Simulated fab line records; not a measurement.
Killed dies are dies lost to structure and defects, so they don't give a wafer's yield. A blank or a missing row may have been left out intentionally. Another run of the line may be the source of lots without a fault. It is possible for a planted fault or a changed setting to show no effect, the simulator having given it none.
A struck lot beside a sound one | flow nand-harc | 12 steps out of a route of 1302
Sound: the wafers L711.1, L711.2, L711.4. The struck wafers were L715.2, L715.3, L715.6. The cause is given at the end.
For every step that has rows: the tool of each side, followed by ch and its chambers, followed by its first start. Under that, the readings that differ: sound wafers | struck wafers | difference of the means | sigmas: that difference in standard deviations of wafers without a fault.
alike: words and numbers the same on both sides, and readings whose means are apart by under 2 such deviations; not compared: readings that were withheld, readings missing a value for some wafer, numbers with overlapping values and no deviation given by the record, and bounds like >300 which may hide the same value.
Wherever a step has rows on one side only, a row that says differs or no value, or a row with sigmas, the two part there. Numbers that have no deviation but don't overlap get no sigmas and don't part them. Lack of a reading on every wafer of one side parts them only where that side has two or more wafers.

NHARC_A_SOURCE_PLATE_INSPECT_08:
  struck on defect-inspect-02, day 11 11:49; sound on defect-inspect-01, day 9 19:47
  alike: raw-defect-count
then, no rows for these wafers at 1 step: NHARC_A_ONON_D1_DEP_00 (target thk 1000 nm).
NHARC_A_ONON_D1_THK_MEAS_02: measures by ellipsometry.
  struck on film-metro-02, day 11 12:23; sound on film-metro-01, day 9 20:22
  reading     | sound          | struck      | difference | sigmas
  thk-nm (nm) | 1015 1016 1015 | 995 995 994 | -21        | -2
then, no rows for these wafers at 1 step: NHARC_A_ONON_D1_DEP_03 (target thk 1000 nm).
NHARC_A_ONON_D1_THK_MEAS_05: measures by ellipsometry.
  struck on film-metro-01, day 11 12:58; sound on film-metro-02, day 9 20:56
  alike: thk-nm
then, no rows for these wafers at 1 step: NHARC_A_ONON_D1_DEP_06 (target thk 1000 nm).
NHARC_A_ONON_D1_THK_MEAS_08: measures by ellipsometry.
  struck on film-metro-02, day 11 13:32; sound on film-metro-01, day 9 21:31
  alike: thk-nm
then, no rows for these wafers at 1 step: NHARC_A_ONON_D1_DEP_09 (target thk 1000 nm).
NHARC_A_ONON_D1_THK_MEAS_11: measures by ellipsometry.
  struck on film-metro-02, day 11 14:05; sound on film-metro-02, day 9 22:04
  alike: thk-nm
then, no rows for these wafers at 1 step: NHARC_A_ONON_D1_DEP_12 (target thk 1000 nm).
NHARC_A_ONON_D1_THK_MEAS_14: measures by ellipsometry.
  struck on film-metro-02, day 11 14:40; sound on film-metro-02, day 9 22:38
  alike: thk-nm
NHARC_A_ONON_D1_ANNEAL_15: time 3600 s.
  sound on furnace-08 ch 0, day 10 02:09; struck on furnace-08, day 11 18:03
  no value came back on the struck wafers for run-length-s (s), spike-tc-bottom-C (C), zone-power-upper-pct (%); on the sound wafers run-length-s (s) reads 3613 3613 3613

WHERE THEY PART
Last at NHARC_A_ONON_D1_ANNEAL_15 as far as this record goes, first at NHARC_A_ONON_D1_THK_MEAS_02.

WHY: the cause the simulator had injected
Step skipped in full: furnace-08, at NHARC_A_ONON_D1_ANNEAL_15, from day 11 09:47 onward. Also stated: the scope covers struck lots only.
